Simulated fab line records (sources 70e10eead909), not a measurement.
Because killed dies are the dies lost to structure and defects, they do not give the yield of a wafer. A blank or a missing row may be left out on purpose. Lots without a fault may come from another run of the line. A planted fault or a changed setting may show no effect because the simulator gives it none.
Which tool is to blame? | flow nandHarc | 18 wafers from 6 lots sampled at 5 of the route's 1159 steps

WHAT THE GAUGES SHOWED, per wafer
NHARC_A_SGD_CUT_THK_MEAS_22: measures by ellipsometry.
lot  | measured     | on           | thkNm (nm)
L718 | day 15 14:38 | filmMetro-01 | 147.9 148.2 148.3
L720 | day 16 08:11 | filmMetro-02 | 150.2 147.9 150.4
L722 | day 16 22:19 | filmMetro-01 | 149.8 146.7 145.6
L726 | day 17 09:55 | filmMetro-02 | 147.7 93.5 146.0
L727 | day 18 08:51 | filmMetro-02 | 143.6 146.7 147.4
L733 | day 19 18:28 | filmMetro-01 | 148.7 146.7 148.3

WHICH TOOL RAN EACH LOT (tool, then ch and the chambers of the sampled wafers, then the start)
lot  | NHARC_A_SGD_CUT_DEP_00          | NHARC_A_SGD_CUT_ETCH_58           | NHARC_A_SGD_CUT_DEP_20       | NHARC_A_SGD_CUT_CMP_21
L718 | pecvd-03 ch 1,2, day 15 08:17   | rieDiel-01 ch 0,3, day 15 09:17   | fcvd-01 ch 0,1, day 15 10:20 | cmp-02 ch 0,2,3, day 15 14:26
L720 | pecvd-03 ch 0,1, day 16 01:41   | rieDiel-01 ch 2,3, day 16 02:34   | fcvd-01 ch 0,1, day 16 03:35 | cmp-02 ch 1,3, day 16 07:58
L722 | pecvd-04 ch 0,1,2, day 16 12:36 | rieDiel-01 ch 1,3, day 16 13:28   | fcvd-01 ch 0,1, day 16 14:31 | cmp-03 ch 0,1,3, day 16 22:06
L726 | pecvd-03 ch 0,1,2, day 17 01:42 | rieDiel-01 ch 0,1, day 17 02:29   | fcvd-01 ch 0,1, day 17 03:35 | cmp-04 ch 1,2, day 17 09:41
L727 | pecvd-02 ch 0,1,2, day 17 23:06 | rieDiel-06 ch 0,1,3, day 17 23:58 | fcvd-02 ch 0,1, day 18 00:59 | cmp-02 ch 1,2,3, day 18 08:35
L733 | pecvd-02 ch 1,2, day 19 11:59   | rieDiel-11 ch 0,2,3, day 19 12:59 | fcvd-02 ch 0,1, day 19 14:04 | cmp-03 ch 1,2,3, day 19 18:14
- NHARC_A_SGD_CUT_DEP_00: deposits SiNx, target thk 50 nm.
- NHARC_A_SGD_CUT_ETCH_58: etches the open film in CF4, target depth 39 nm, time 65 s.
- NHARC_A_SGD_CUT_DEP_20: deposits SiO2, target thk 150 nm.
- NHARC_A_SGD_CUT_CMP_21: polishes, target thk 148.19 nm.

THE ANSWER, worked out from the rows above alone
Rule: usual is defined by the lots themselves. Put in order of their means at a reading, lots are off if they are a third of the lots or fewer, leave a main group of 4 or more, and stand apart from it by a gap of 3 or more times the standard deviation of the main group's means; of several such gaps the widest counts. A main group whose means are all the same, to the digits that the tables above print for the reading, isn't used. A lot without any number at a reading at which 4 lots or more have one is off too. Any other lot the step has rows for is counted as sound.
Off, at NHARC_A_SGD_CUT_THK_MEAS_22 on thkNm: L726. The main group: mean 147.8 nm, standard deviation 1.2.
A tool fits if, at a process step before that reading, it ran every lot that is off, and no sound lot after the first of them. Those tools and the gauges at NHARC_A_SGD_CUT_THK_MEAS_22 are tried in the same way. Can't be told from this: 4 tools fit, pecvd-03 at NHARC_A_SGD_CUT_DEP_00, rieDiel-01 at NHARC_A_SGD_CUT_ETCH_58, fcvd-01 at NHARC_A_SGD_CUT_DEP_20, cmp-04 at NHARC_A_SGD_CUT_CMP_21.

WHAT THE SIMULATOR PUT IN
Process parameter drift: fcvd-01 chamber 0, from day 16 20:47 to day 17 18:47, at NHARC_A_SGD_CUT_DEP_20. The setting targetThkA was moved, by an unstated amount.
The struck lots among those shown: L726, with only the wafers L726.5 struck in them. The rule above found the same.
